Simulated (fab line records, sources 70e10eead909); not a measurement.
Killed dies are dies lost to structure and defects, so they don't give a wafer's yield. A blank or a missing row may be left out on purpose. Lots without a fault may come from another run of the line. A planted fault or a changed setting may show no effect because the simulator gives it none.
Chamber matching | flow nand_harc | NHARC_A_CONTACT_DEP_29 on pecvd-02: 3 sister chambers
The step deposits SiON, target thk 70 nm. 14 wafers are shown with their chamber, then 7 later ones without.

WAFERS WITH THEIR CHAMBER
wafer  | chamber | heater_power_w (W)
L076.4 | 0       | 578
L076.5 | 1       | 771
L076.6 | 2       | 819
L082.3 | 2       | 838
L082.5 | 1       | 894
L082.6 | 0       | 594
L085.2 | 0       | 551
L085.3 | 1       | 839
L085.4 | 1       | 878
L088.2 | 0       | 581
L088.3 | 1       | 756
L088.4 | 2       | 727
L089.3 | 2       | 744
L089.4 | 0       | 611

SIGNATURES (means of the wafers above)
reading        | chamber 0 | chamber 1 | chamber 2 | scatter within a chamber
heater_power_w | 583.00    | 827.60    | 782.00    | 48.9
Rule: a wafer's distance from a chamber is the root of the sum, over the readings, of the square of ((its reading less the chamber's mean) divided by the reading's scatter). The wafer belongs to the nearest chamber; if the next one is less than 2 further off, it can't be placed. The scatter: the root of (the sum of the squares of (reading less its chamber's mean) over the shown wafers, divided by (wafers less chambers)).

WAFERS WITHOUT THEIR CHAMBER
wafer  | heater_power_w (W)
L089.5 | 767
L093.1 | 834
L093.4 | 843
L093.6 | 847
L094.2 | 753
L094.3 | 554
L094.4 | 553

WHICH CHAMBER EACH WENT THROUGH
wafer  | from the rows above     | in truth
L089.5 | can't be placed: 2 or 1 | 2
L093.1 | can't be placed: 1 or 2 | 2
L093.4 | can't be placed: 1 or 2 | 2
L093.6 | can't be placed: 1 or 2 | 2
L094.2 | can't be placed: 2 or 1 | 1
L094.3 | 0                       | 0
L094.4 | 0                       | 0
Placed correctly: 2 of 7. Can't be placed from these rows: 5 (the true chamber is among the candidates in 5). Placed wrongly: 0.
